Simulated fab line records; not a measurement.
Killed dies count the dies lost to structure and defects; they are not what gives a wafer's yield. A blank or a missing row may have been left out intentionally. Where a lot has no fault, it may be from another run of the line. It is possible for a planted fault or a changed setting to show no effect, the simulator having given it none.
Chamber matching | flow nand-harc | rie-diel-02 running NHARC_A_CONTACT_ETCH_92: 4 sister chambers
The step etches the open film in CH3F/O2, target depth 40 nm, time 85.7 s. 15 wafers are shown with their chamber, then 7 later ones without.

## WAFERS WITH THEIR CHAMBER
wafer  | chamber | showerhead-plenum-p-Torr (Torr) | drypump-motor-current-A (A) | rf-vpp-V (V)
L787.1 | 3       | 2.57                            | 5.5                         | 245.7
L787.2 | 0       | 2.53                            | 5.5                         | 244.5
L787.6 | 2       | 2.35                            | 5.9                         | 244.4
L792.2 | 2       | 2.35                            | 5.8                         | 242.0
L792.3 | 1       | 2.45                            | 5.2                         | 245.6
L792.4 | 0       | 2.53                            | 5.5                         | 246.3
L793.2 | 0       | 2.53                            | 5.5                         | 245.3
L793.4 | 1       | 2.45                            | 5.3                         | 242.7
L793.6 | 1       | 2.45                            | 5.2                         | 243.4
L798.2 | 0       | 2.53                            | 5.5                         | 245.5
L798.3 | 1       | 2.44                            | 5.2                         | 243.8
L798.5 | 1       | 2.44                            | 5.2                         | 242.7
L800.1 | 2       | 2.34                            | 5.9                         | 244.1
L800.2 | 3       | 2.57                            | 5.5                         | 246.2
L800.5 | 2       | 2.34                            | 5.9                         | 242.0

SIGNATURES, as means of the wafers listed above
reading                  | chamber 0 | chamber 1 | chamber 2 | chamber 3 | scatter within a chamber
showerhead-plenum-p-Torr | 2.5300    | 2.4460    | 2.3450    | 2.5700    | 0.00447
drypump-motor-current-A  | 5.500     | 5.220     | 5.875     | 5.500     | 0.0375
rf-vpp-V                 | 245.400   | 243.640   | 243.125   | 245.950   | 1.07
Rule: for a wafer and a chamber, the distance is found by dividing, reading by reading, the gap between the wafer's reading and the chamber's mean by the reading's scatter, squaring, summing and taking the root. The wafer belongs to the nearest chamber; if the next one is less than 2 further off, it can't be placed. The scatter: take each reading less its chamber's mean, square it, sum over the shown wafers, divide by the number of wafers less the number of chambers, and take the root.

## WAFERS WITH NO CHAMBER GIVEN
wafer  | showerhead-plenum-p-Torr (Torr) | drypump-motor-current-A (A) | rf-vpp-V (V)
L801.1 | 2.34                            | 5.9                         | 243.2
L801.3 | 2.56                            | 5.5                         | 246.3
L801.4 | 2.34                            | 5.9                         | 242.6
L809.1 | 2.44                            | 5.2                         | 245.3
L809.6 | 2.34                            | 5.9                         | 243.3
L808.1 | 2.52                            | 5.5                         | 245.7
L808.6 | 2.56                            | 5.5                         | 246.6

## CHAMBER TAKEN BY EACH
wafer  | from the rows above | in truth
L801.1 | 2                   | 2
L801.3 | 3                   | 3
L801.4 | 2                   | 2
L809.1 | 1                   | 1
L809.6 | 2                   | 2
L808.1 | 0                   | 0
L808.6 | 3                   | 3
Correct placement for 7 of the 7. Can't be placed from these rows: 0. Wrongly placed: 0.
